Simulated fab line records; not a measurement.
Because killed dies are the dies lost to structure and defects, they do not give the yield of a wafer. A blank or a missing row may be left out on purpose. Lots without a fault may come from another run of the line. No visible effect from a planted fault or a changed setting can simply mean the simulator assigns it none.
Problem report in the 8D (eight disciplines) form, filled by code    flow n5_finfet    the parts of the form that need people (team, actions taken, sign-off) are left out

## 1. WHAT WENT WRONG
Across 2 wafers from 2 lots, M15_ILD_THK at N5_BEOL_M15_THK_MEAS_01 averages 1800 nm, while fault-free wafers read 1634 nm with a standard deviation of 22. Relative to the usual mean, that is a shift of +7.5 standard deviations.
First observed at day 12 10:17: wafer L857.4, on film_metro-02. The record has a number at this step for 32 wafers belonging to 11 lots. The rule behind "out" and "out of limits": a value lying over 4 standard deviations away from the usual mean. The other wafers with a number count as sound.

## 2. WHAT IT IS, WHAT IT ISN'T
question                     is                 is not
which readings at this step  M15_ILD_THK        -
which lots                   L857, L859         L853, L855, L856, L858, L867, L870, L874, L875, L876
which wafers of those lots   L857.4, L859.1     L857.2, L859.4, L859.6
read on which gauges         film_metro-02      film_metro-01
when                         from day 12 10:17  up to then (10 sound wafers); but 20 sound wafers of L858, L859, L867, L870, L874, L875, L876 came after

## 3. THE SUSPECTS, EACH WITH WHAT RULES IT OUT
Counting: if a tool at a process step up to the reading ran every lot that is out, it stays a suspect. Sound lots after the first of them don't rule it out here, since some wafers of a struck lot are sound.
- the gauge at N5_BEOL_M15_THK_MEAS_01 is ruled out. All the wafers that are out were read on film_metro-02, but those of them that N5_BEOL_M15_ILD_DEP_00 has rows for are out there too, on other tools.
- pvd_sputter-02 at N5_BEOL_M14_DEGAS_41 (time 60 s): kept. It processed each lot that is out (first: L857, day 12 07:48); up to then, its last sound lot is L856 (day 11 15:14).
- pecvd-03 at N5_BEOL_M15_ILD_DEP_00 (deposits SiO2 from TEOS/O2, target thk 1629.3 nm, time 346.1 s): kept. It processed each lot that is out (first: L857, day 12 09:55); up to then, its last sound lot is L856 (day 11 16:34). Its own susceptor_temp_C readings are out on those wafers.
- Within pecvd-03 at N5_BEOL_M15_ILD_DEP_00, the wafers that are out were processed in chamber 2 and their sound lot-mates in chamber 1.
What counting leaves: pvd_sputter-02 at N5_BEOL_M14_DEGAS_41 and pecvd-03 at N5_BEOL_M15_ILD_DEP_00.

## 4. THE CAUSE (what the simulator had put in)
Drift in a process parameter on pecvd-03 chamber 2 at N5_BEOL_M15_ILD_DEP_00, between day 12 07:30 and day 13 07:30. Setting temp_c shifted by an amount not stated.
This tool is one of the 2 suspects left after counting.

## 5. THE CHAIN OF EFFECTS, in route order
Each row: a reading whose mean over the struck wafers that have a number lies more than 3 standard deviations from the usual. Only readings for which the record gives a usual standard deviation are gone through. hours: the time from each lot's start at the first step in this table that gives one to its start at this step, as a median over the lots. sigmas: the change in usual standard deviations.
hours  step                     reading           usual     on struck wafers  change  sigmas
0      N5_BEOL_M15_ILD_DEP_00   susceptor_temp_C  400.02 C  385.38            -14.63  -77
0      N5_BEOL_M15_THK_MEAS_01  M15_ILD_THK       1634 nm   1800              +166    +7.5
It contains these process steps:
- N5_BEOL_M15_ILD_DEP_00: deposits SiO2 from TEOS/O2, target thk 1629.3 nm, time 346.1 s.

## 6. HOW IT WOULD HAVE BEEN CAUGHT EARLIER
In this record the first reading out of limits at a measuring or inspecting step was taken at day 12 10:17, 3 hours after the fault began at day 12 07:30.
Tool's own readings at N5_BEOL_M15_ILD_DEP_00, susceptor_temp_C: out on all struck wafers the step has rows for; an alarm limit on them would have tripped on the first.
Of the lots that are out (2), L859 began N5_BEOL_M15_ILD_DEP_00 on pecvd-03 after day 12 10:17. A hold on the tool at that time would have spared it.
